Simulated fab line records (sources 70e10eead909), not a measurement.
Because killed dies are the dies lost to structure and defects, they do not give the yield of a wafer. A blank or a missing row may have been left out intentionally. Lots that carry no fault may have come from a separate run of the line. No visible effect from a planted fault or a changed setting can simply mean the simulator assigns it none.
The same fault as seen by 2 desks	flow nand-harc	each desk has only its own numbers; what lay behind them comes last

FOR THE TOOL OWNER'S DESK: krf-scanner-04
The tool's own readings at NHARC_P_GATE_EXPOSE_43 (exposes mask P NSD, target cd 720 nm): means of the sampled wafers that have a number, for each lot that ran on this tool. Marked OUT: a lot whose mean sits more than 4 standard deviations from the usual mean, which makes it out of limits; the brackets give that distance.
Columns: A = exposure-dose-mJ-cm2 at NHARC_P_GATE_EXPOSE_43, usual 14.808
lot	first seen here	A
L362	day 7 15:52	14.819
L368	day 8 04:20	14.806
L369	day 8 10:34	14.814
L372	day 8 18:27	14.823
L376	day 9 03:00	13.652 (-83) OUT
L379	day 9 10:29	13.643 (-83) OUT
L380	day 9 21:57	13.638 (-84) OUT
L383	day 10 17:16	13.633 (-84) OUT
This desk's finding: out of limits on L376, L379, L380, L383; first on L376, day 9 03:00 (exposure-dose-mJ-cm2 at NHARC_P_GATE_EXPOSE_43). L362, L368, L369, L372 stayed within limits.

THE METROLOGY DESK
What the gauges read for every lot (on any tool): the sampled wafers with a number, averaged. Marked OUT: a lot whose mean sits more than 4 standard deviations from the usual mean, which makes it out of limits; the brackets give that distance.
Columns: A = cd-nm at NHARC_P_GATE_CD_MEAS_33, usual 120.4 nm; B = cd-nm at NHARC_P_GATE_CD_MEAS_46, usual 720.0 nm
lot	first seen here	A	B
L364	day 6 08:26	121.8	721.9
L362	day 6 09:37	118.2	722.0
L363	day 6 09:45	120.1	721.4
L368	day 6 12:16	120.9	716.6
L369	day 6 12:54	121.9	722.1
L370	day 6 23:37	117.7	717.5
L372	day 7 22:17	119.0	720.8
L376	day 8 09:27	123.1	707.8 (-5.8) OUT
L379	day 8 23:34	118.3	706.2 (-6.6) OUT
L380	day 9 11:02	120.9	706.2 (-6.6) OUT
L381	day 9 16:37	119.2	721.2
L384	day 10 05:46	119.8	720.5
L383	day 10 06:25	119.0	705.7 (-6.8) OUT
This desk's finding: out of limits on L376, L379, L380, L383; first on L376, day 9 03:10 (cd-nm at NHARC_P_GATE_CD_MEAS_46). L364, L362, L363, L368, L369, L370, L372, L381, L384 stayed within limits.

BROUGHT TOGETHER
The tool owner's desk could have raised an alarm at day 9 03:00, on L376, L379, L380, L383.
L376, L379, L380, L383 would have let the metrology desk raise an alarm at day 9 03:10.
All the named lots went through NHARC_P_GATE_EXPOSE_43 on krf-scanner-04.

WHAT THE SIMULATOR PUT IN
Process parameters drifting: krf-scanner-04 at NHARC_P_GATE_EXPOSE_43, beginning at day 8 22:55. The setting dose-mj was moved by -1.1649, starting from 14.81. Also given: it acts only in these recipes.
Shown lots that were struck: L376, L379, L380, L383.
Delay (hours) between the fault's onset and each desk's first out-of-limits reading: 4 at the tool owner's desk, 4 at the metrology desk.
